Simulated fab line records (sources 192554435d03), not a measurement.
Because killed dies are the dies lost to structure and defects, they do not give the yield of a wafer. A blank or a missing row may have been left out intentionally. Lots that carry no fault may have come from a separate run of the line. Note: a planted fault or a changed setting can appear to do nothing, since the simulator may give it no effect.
Matching of chambers -- flow n5 finfet -- rie diel-05 running N5_BEOL_M10_ETCH_65: 4 sister chambers
The step etches SiARC in CF4, target depth 39 nm, time 65 s. 4 wafers are shown with their chamber, then 7 later ones without.

== WAFERS WITH THEIR CHAMBER ==
wafer,chamber,throttle valve pct (%)
L080.2,2,15.57
L088.6,3,15.73
L090.2,0,15.78
L090.4,1,15.44

== WAFERS MISSING THEIR CHAMBER ==
wafer,throttle valve pct (%)
L090.5,15.72
L091.1,15.79
L091.3,15.44
L091.4,15.09
L093.3,15.73
L093.5,15.78
L093.6,15.44

== WHICH CHAMBER EACH ONE RAN IN ==
wafer,from the rows above,in truth
L090.5,can't be placed: 3 or 0 or 2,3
L091.1,can't be placed: 0 or 3 or 2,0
L091.3,can't be placed: 1 or 2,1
L091.4,can't be placed: 1 or 2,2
L093.3,can't be placed: 3 or 0 or 2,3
L093.5,can't be placed: 0 or 3 or 2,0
L093.6,can't be placed: 1 or 2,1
0 of 7 placed correctly. Cannot be placed on the basis of these rows: 7; the candidates contain the true chamber in 7. Number placed wrongly: 0.
How it was worked out, from the rows above alone: a wafer's distance from a chamber is the root of the sum, over the readings, of the square of ((its reading less the chamber's mean) divided by the reading's scatter). If the next closest chamber is less than 2 further off than the closest, the wafer can't be placed; otherwise it belongs to the closest. Each chamber's mean is taken over the wafers shown for it. The scatter: with one shown wafer a chamber, the root of the mean of the squares of how far each hidden wafer lies from its nearest shown one.
